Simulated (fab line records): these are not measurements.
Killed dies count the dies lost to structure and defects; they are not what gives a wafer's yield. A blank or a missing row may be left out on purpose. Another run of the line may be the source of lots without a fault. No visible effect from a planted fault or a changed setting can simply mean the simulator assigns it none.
Which of the tools did it? -- flow nand_harc -- 12 lots (36 wafers sampled), 1 step of a 1302-step route

WHAT EACH GAUGE READ, for each wafer
NHARC_A_SOURCE_PLATE_THK_MEAS_09: measures by ellipsometry.
lot,measured,on,thk_nm (nm)
L075,day 8 01:35,film_metro-02,11.5 9.9 11.6
L076,day 8 04:38,film_metro-01,8.5 9.9 10.3
L079,day 9 06:53,film_metro-02,8.6 8.1 11.2
L081,day 10 00:08,film_metro-01,9.8 8.0 8.7
L083,day 10 17:41,film_metro-02,10.1 10.0 10.0
L085,day 11 19:10,film_metro-02,8.2 9.7 9.2
L088,day 13 03:27,film_metro-02,9.5 8.1 9.8
L087,day 13 13:07,film_metro-01,9.8 8.8 10.5
L091,day 14 07:10,film_metro-02,8.8 9.8 9.4
L093,day 15 08:13,film_metro-02,8.9 10.0 10.2
L096,day 16 06:04,film_metro-01,10.4 10.2 10.5
L097,day 16 18:25,film_metro-01,8.1 10.1 9.4

WHICH TOOL RAN EACH LOT (tool, then ch and the chambers of the sampled wafers, then the start)
Record: no process step prior to these readings.

THE ANSWER, worked out from the rows above alone
Rule: what is usual is taken from the lots themselves. Put in order of their means at a reading, lots are off if they are a third of the lots or fewer, leave a main group of 4 or more, and stand apart from it by a gap of 3 or more times the standard deviation of the main group's means; of several such gaps the widest counts. If all means in a main group match to the digits the tables above print for the reading, that group is not used. A lot without any number at a reading at which 4 lots or more have one is off too. The other lots that the step has rows for count as sound.
No lot is off on any of the readings shown, so nothing can be concluded from this.

WHAT THE SIMULATOR PUT IN
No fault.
